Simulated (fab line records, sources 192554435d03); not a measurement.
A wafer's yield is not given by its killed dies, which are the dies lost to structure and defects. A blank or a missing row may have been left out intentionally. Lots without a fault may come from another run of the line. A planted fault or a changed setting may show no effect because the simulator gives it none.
Matching of chambers / flow n5-finfet / 4 sister chambers for N5_BEOL_M4_ETCH_69 on rie-diel-05
The step etches SiARC in CF4, target depth 15.6 nm, time 26 s. 8 wafers are shown with their chamber, then 9 later ones without.

## EACH WAFER AND ITS CHAMBER
wafer=L083.1; chamber=3; showerhead-plenum-p-Torr (Torr)=2.27; oes-product-au (a.u.)=0.77
wafer=L083.2; chamber=1; showerhead-plenum-p-Torr (Torr)=2.20; oes-product-au (a.u.)=0.85
wafer=L089.1; chamber=2; showerhead-plenum-p-Torr (Torr)=2.25; oes-product-au (a.u.)=0.69
wafer=L089.2; chamber=1; showerhead-plenum-p-Torr (Torr)=2.20; oes-product-au (a.u.)=0.82
wafer=L089.5; chamber=0; showerhead-plenum-p-Torr (Torr)=2.21; oes-product-au (a.u.)=0.63
wafer=L092.1; chamber=2; showerhead-plenum-p-Torr (Torr)=2.25; oes-product-au (a.u.)=0.69
wafer=L092.2; chamber=3; showerhead-plenum-p-Torr (Torr)=2.26; oes-product-au (a.u.)=0.75
wafer=L092.3; chamber=0; showerhead-plenum-p-Torr (Torr)=2.21; oes-product-au (a.u.)=0.63

## WAFERS WITH NO CHAMBER GIVEN
wafer=L094.2; showerhead-plenum-p-Torr (Torr)=2.19; oes-product-au (a.u.)=0.80
wafer=L094.3; showerhead-plenum-p-Torr (Torr)=2.21; oes-product-au (a.u.)=0.62
wafer=L094.5; showerhead-plenum-p-Torr (Torr)=2.25; oes-product-au (a.u.)=0.69
wafer=L095.1; showerhead-plenum-p-Torr (Torr)=2.25; oes-product-au (a.u.)=0.67
wafer=L095.3; showerhead-plenum-p-Torr (Torr)=2.21; oes-product-au (a.u.)=0.61
wafer=L095.6; showerhead-plenum-p-Torr (Torr)=2.21; oes-product-au (a.u.)=0.61
wafer=L096.2; showerhead-plenum-p-Torr (Torr)=2.26; oes-product-au (a.u.)=0.72
wafer=L096.3; showerhead-plenum-p-Torr (Torr)=2.25; oes-product-au (a.u.)=0.69
wafer=L096.6; showerhead-plenum-p-Torr (Torr)=2.21; oes-product-au (a.u.)=0.62

## CHAMBER TAKEN BY EACH
wafer=L094.2; from the rows above=1; in truth=1
wafer=L094.3; from the rows above=0; in truth=0
wafer=L094.5; from the rows above=2; in truth=2
wafer=L095.1; from the rows above=2; in truth=2
wafer=L095.3; from the rows above=0; in truth=0
wafer=L095.6; from the rows above=0; in truth=0
wafer=L096.2; from the rows above=can't be placed: 3 or 2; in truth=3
wafer=L096.3; from the rows above=2; in truth=2
wafer=L096.6; from the rows above=0; in truth=0
Correct placement for 8 of the 9. These rows do not allow placing 1 (true chamber among the candidates in 1). Wrongly placed: 0.
How it was worked out, from the rows above alone: a wafer's distance from a chamber is the root of the sum, over the readings, of the square of ((its reading less the chamber's mean) divided by the reading's scatter). The wafer belongs to the nearest chamber; if the next one is less than 2 further off, it can't be placed. A chamber's mean is the mean of its shown wafers. How the scatter is found: for the shown wafers, subtract from each reading the mean of its chamber, square and add these, divide the total by (wafers less chambers), then take the root.
